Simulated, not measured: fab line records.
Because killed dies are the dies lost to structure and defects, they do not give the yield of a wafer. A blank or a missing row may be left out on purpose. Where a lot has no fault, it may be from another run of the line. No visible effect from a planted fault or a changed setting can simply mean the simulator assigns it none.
A struck lot beside a sound one :: flow n5-finfet :: 39 out of 1938 route steps
Sound: the wafers L409.1, L409.2, L409.6. Struck: wafer L401.4; the same lot's L401.2 was not struck, so it is left out; see the end for the cause.
Per side, at each step with rows, come the tool, then ch with its chambers, and then its first start. Under that, the readings that differ: sound wafers :: struck wafers :: difference of the means :: sigmas: that difference in standard deviations of wafers without a fault.
alike: a reading whose means differ by less than 2 such deviations, as well as words and numbers matching on both sides. not compared: withheld readings; readings where some wafer has no value; bounds like >300 that might hide an equal value; numbers whose values overlap and for which the record gives no deviation.
A row with sigmas, a row that says differs or no value, or rows on one side alone: a step with any of these is where the two part. When numbers do not overlap yet have no deviation, they are printed without sigmas and do not part them. Lack of a reading on every wafer of one side parts them only where that side has two or more wafers.

first, 10 steps without rows for these wafers: N5_DUMMY_GATE_ETCH_23 (etches poly-Si in HBr/Cl2/O2, target depth 41 nm, time 22.3 s); N5_DUMMY_GATE_ETCH_44 (etches poly-Si in HBr/O2, stops on SiO2, target depth 127.5 nm); N5_DUMMY_GATE_ETCH_42 (etches SiO2 in CHF3/O2, target depth 3.5 nm, time 31 s); N5_DUMMY_GATE_STRIP_48 (strips in N2/H2, time 20 s); N5_DUMMY_GATE_PRECLEAN_33 (cleans in dHF, time 10 s); N5_DUMMY_GATE_PRECLEAN_25 (cleans in O3/DIW, time 45 s); N5_DUMMY_GATE_PRECLEAN_51 (cleans in SC2, time 45 s); N5_DUMMY_GATE_SRD_26 (time 30 s); N5_DUMMY_GATE_UV_OZONE_45 (time 120 s); N5_SPACER0_ALD_07 (deposits SiNx, target thk 2 nm).
N5_SPACER0_ALD_00: deposits SiOCN, target thk 3.5 nm, pulse time 3 s, purge time 2 s.
  sound on ald-sin-02 ch 0,2,3, day 6 17:05; struck on ald-sin-03 ch 0, day 4 18:02
reading: ald-cycles
sound: 58 58 58
struck: 67
difference: +9
sigmas: 

reading: precursor-pulse-height-rel
sound: 1.002 1.021 1.018
struck: 0.960
difference: -0.054
sigmas: -3

reading: model.SiOCN_of_SPACER0_ALD_00.thk-nm (nm)
sound: 3.4 3.4 3.4
struck: 4
difference: +1
sigmas: 
  alike: heater-power-w
then, 25 steps without rows for these wafers: N5_SPACER0_ALD_08 (deposits SiNx, target thk 2 nm); N5_SD_EPI_N_COAT_32 (time 60 s, resist thk 350 nm); N5_SD_EPI_N_COAT_33 (time 60 s, resist thk 35 nm); N5_SD_EPI_N_COAT_03 (resist thk 150 nm); N5_SD_EPI_N_EBR_05; N5_SD_EPI_N_SOFTBAKE_04 (time 60 s); N5_SD_EPI_N_EXPOSE_06 (exposes mask SD N BLK, target cd 120 nm); N5_SD_EPI_N_PEB_07 (peb time 60 s); N5_SD_EPI_N_DEVELOP_08 (develop time 30 s); N5_SD_EPI_N_DESCUM_14 (chemistry O2, time 7.9 s); N5_SD_EPI_N_ETCH_34 (etches SiARC in CF4, target depth 45.5 nm, time 75.8 s); N5_SD_EPI_N_ETCH_35 (etches SOC in N2/H2, overetch 108 nm, time 486 s); N5_SD_EPI_N_STRIP_36 (strips in N2/H2); N5_SD_EPI_N_ETCHBACK_44 (etches SiNx in CH3F/O2, stops on SiO2, target depth 14.5 nm); N5_SD_EPI_N_ETCH_45 (etches SiOCN in CH3F/O2, target depth 6 nm); N5_SD_EPI_N_ETCH_16 (etches SiO2 in CHF3/O2, target depth 5 nm); N5_SD_EPI_N_STRIP_47 (strips in CHF3/O2); N5_SD_EPI_N_SD_RECESS_17 (chemistry HBr/Cl2/O2, target depth 41 nm, time 23.7 s, bt time 3 s); N5_SD_EPI_N_STRIP_38 (strips in N2/H2); N5_SD_EPI_N_WET_ETCH_43 (etches SiO2 in dHF, time 14 s, target depth 1.5 nm); N5_SD_EPI_N_STRIP_18 (strips in SPM, time 750 s); N5_SD_EPI_N_SRD_20 (time 30 s); N5_SD_EPI_N_PRECLEAN_48 (cleans in NF3:NH3, afs cycles 2, time 20 s, sublimation time 60 s); N5_SD_EPI_N_VAPOR_ETCH_50 (etches Si in HCl, time 54 s); N5_SD_EPI_N_EPI_21 (deposits Si:P, time 690 s).
N5_SD_EPI_P_PRECLEAN_32: cleans in dHF, time 10 s.
  sound on wet-bench-03 ch 3,4,6, day 7 03:03; struck on wet-bench-05 ch 2, day 5 04:34
reading: model.SiOCN_of_SPACER0_ALD_00.thk-nm (nm)
sound: 3.4 3.4 3.4
struck: 4
difference: +1
sigmas: 
-- record jumps: 4 days separate the struck wafers' starts on either side; left off in module SD_EPI_P, taken up again in module BEOL_M4, whose first shown step is the route's number 1111 --
N5_BEOL_M4_RC_MEAS_101:
  sound on prober-01 ch 0, day 11 18:34; struck on prober-02 ch 0, day 9 10:46
reading: DIBL_N (mV/V)
sound: 36.8 36.8 37.7
struck: 33.4
difference: -3.7
sigmas: -2

reading: REXT_N (ohm.um)
sound: 77.0 76.8 77.0
struck: 81.9
difference: +5.0
sigmas: +3

reading: REXT_P (ohm.um)
sound: 93.2 93.9 94.9
struck: 111.8
difference: +17.8
sigmas: +7
  alike: DIBL_P, IOFF_N, IOFF_P, ION_N, ION_P, SS_N, SS_P, VT_N, VT_P
then, 1 step without rows for these wafers: N5_PASSIVATION_PROBE_49.

== WHERE THEY PART ==
Last at N5_BEOL_M4_RC_MEAS_101 as far as this record goes, first at N5_SPACER0_ALD_00.

WHY: what had been put in by the simulator
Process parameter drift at N5_SPACER0_ALD_00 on ald-sin-03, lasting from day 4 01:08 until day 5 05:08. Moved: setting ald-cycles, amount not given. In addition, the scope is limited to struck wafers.
